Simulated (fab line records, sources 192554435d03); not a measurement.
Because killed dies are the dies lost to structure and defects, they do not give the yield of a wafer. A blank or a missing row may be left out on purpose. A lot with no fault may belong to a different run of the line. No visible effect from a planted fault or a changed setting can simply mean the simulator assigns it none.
Comparing a struck lot with a sound one || flow n5-finfet || 16 steps out of a route of 1938
Sound: wafers L599.2, L599.3, L599.6. Struck: wafers L613.2, L613.3 (left out: L613.5, a lot-mate that was not struck); the cause follows at the end.
Each step with rows lists, per side, the tool, then ch with its chambers, then its first start. Under that, the readings that differ: sound wafers || struck wafers || difference of the means || sigmas: that difference in standard deviations of wafers without a fault.
alike: words and numbers the same on both sides, and readings whose means are apart by under 2 such deviations; not compared: readings that were withheld, readings missing a value for some wafer, numbers with overlapping values and no deviation given by the record, and bounds like >300 which may hide the same value.
A row with sigmas, a row that says differs or no value, or rows on one side alone: a step with any of these is where the two part. Numbers that have no deviation but don't overlap get no sigmas and don't part them. A reading that every wafer of one side lacks parts them only if that side has two wafers or more.

N5_BEOL_M1_DESCUM_33: chemistry O2, time 7 s.
  sound on rie-diel-02 ch 0,2,3, day 6 01:26; struck on rie-diel-03 ch 1,3, day 9 23:17
{"reading": "oes-product-au (a.u.)", "sound": "0.68 0.69 0.77", "struck": "0.78 0.98", "difference": "+0.17", "sigmas": "+2"}
  alike: bias-power-w, drypump-motor-current-A, o2-flow-sccm, rf-vpp-V, showerhead-plenum-p-Torr, throttle-valve-pct
  not compared: rf-hours-counter-h
then, 1 step without rows for these wafers: N5_BEOL_M1_ETCH_77 (etches underlayer in N2/H2, target depth 6.5 nm, time 5.2 s).
N5_BEOL_M1_ETCH_69: etches SiARC in CF4, target depth 15.6 nm, time 26 s.
  sound on rie-diel-02 ch 0,2,3, day 6 01:29; struck on rie-diel-03 ch 1,3, day 9 23:20
{"reading": "oes-product-au (a.u.)", "sound": "0.58 0.59 0.65", "struck": "0.67 0.84", "difference": "+0.15", "sigmas": "+2"}
  alike: cf4-flow-sccm, drypump-motor-current-A, etch-rf-on-time-s, rf-vpp-V, showerhead-plenum-p-Torr, throttle-valve-pct
  not compared: rf-hours-counter-h
then, 1 step without rows for these wafers: N5_BEOL_M1_ALD_98 (deposits SiO2, target thk 2.5 nm, pulse time 1 s, co reactant pulse time 1 s).
N5_BEOL_M1_ETCHBACK_99: etches SiO2 in CHF3, target depth 5 nm, time 10.4 s.
  sound on rie-diel-02 ch 1,3, day 6 03:36; struck on rie-diel-03 ch 0,3, day 9 23:36
  alike: drypump-motor-current-A, oes-product-au, rf-vpp-V, showerhead-plenum-p-Torr, throttle-valve-pct
  not compared: rf-hours-counter-h
then, 3 steps without rows for these wafers: N5_BEOL_M1_ETCH_70 (etches SOC in N2/H2, target depth 80 nm, overetch 16 nm, time 120 s); N5_BEOL_M1_STRIP_71 (strips in N2/H2); N5_BEOL_M1_STRIP_78 (strips in N2/H2).
N5_BEOL_M1_VIA_ETCH_34: etches the open film in C4F6/O2, target depth 67.8 nm, time 64.4 s.
  sound on rie-diel-02 ch 1,3, day 6 03:44; struck on rie-diel-03 ch 0,3, day 9 23:44
{"reading": "throttle-valve-pct (%)", "sound": "30.41 30.16 30.41", "struck": "30.85 30.82", "difference": "+0.51", "sigmas": "+2"}
  alike: drypump-motor-current-A, oes-product-au, rf-vpp-V, showerhead-plenum-p-Torr
  not compared: rf-hours-counter-h
then, 1 step without rows for these wafers: N5_BEOL_M1_STRIP_83 (strips in C4F6/O2).
N5_BEOL_M1_STRIP_36: strips in N2/H2.
  sound on rie-diel-02 ch 1,3, day 6 03:47; struck on rie-diel-03 ch 0,3, day 9 23:47
  alike: bias-power-w, drypump-motor-current-A, n2-flow-sccm, oes-product-au, power-w, rf-vpp-V, showerhead-plenum-p-Torr, throttle-valve-pct
  not compared: rf-hours-counter-h
then, 1 step without rows for these wafers: N5_BEOL_M1_TRENCH_ETCH_37 (etches SiOC in C4F6/O2, target depth 55.207 nm, time 29 s).
N5_BEOL_M1_ETCH_41: etches SiCN in CH3F/O2, target depth 31.9 nm, time 57.8 s.
  sound on rie-diel-02 ch 1,3, day 6 03:52; struck on rie-diel-03 ch 0,3, day 9 23:52
{"reading": "model.etch.depth-nm (nm)", "sound": "21.23 21.84 21.45", "struck": "16.57 16.63", "difference": -4.91, "sigmas": ""}
  alike: drypump-motor-current-A, oes-product-au, rf-vpp-V, showerhead-plenum-p-Torr, throttle-valve-pct
  not compared: rf-hours-counter-h
then, 1 step without rows for these wafers: N5_BEOL_M1_STRIP_97 (strips in N2/H2, time 10 s).
N5_BEOL_M4_RC_MEAS_101:
  sound on prober-02 ch 0, day 7 18:53; struck on prober-01 ch 0, day 11 20:44
{"reading": "ION_N (uA/um)", "sound": "683 688 684", "struck": "673 656", "difference": -20, "sigmas": -2}
{"reading": "SS_N (mV/dec)", "sound": "71.2 71.1 71.4", "struck": "72.3 72.4", "difference": "+1.1", "sigmas": "+2"}
  alike: DIBL_N, DIBL_P, IOFF_N, IOFF_P, ION_P, SS_P, VT_N, VT_P
after that, 1 step had no rows for these wafers: N5_PASSIVATION_PROBE_49.

== WHERE THEY PART ==
At N5_BEOL_M1_DESCUM_33 first; at N5_BEOL_M4_RC_MEAS_101 last (within this record only).

WHY: the cause the simulator had injected
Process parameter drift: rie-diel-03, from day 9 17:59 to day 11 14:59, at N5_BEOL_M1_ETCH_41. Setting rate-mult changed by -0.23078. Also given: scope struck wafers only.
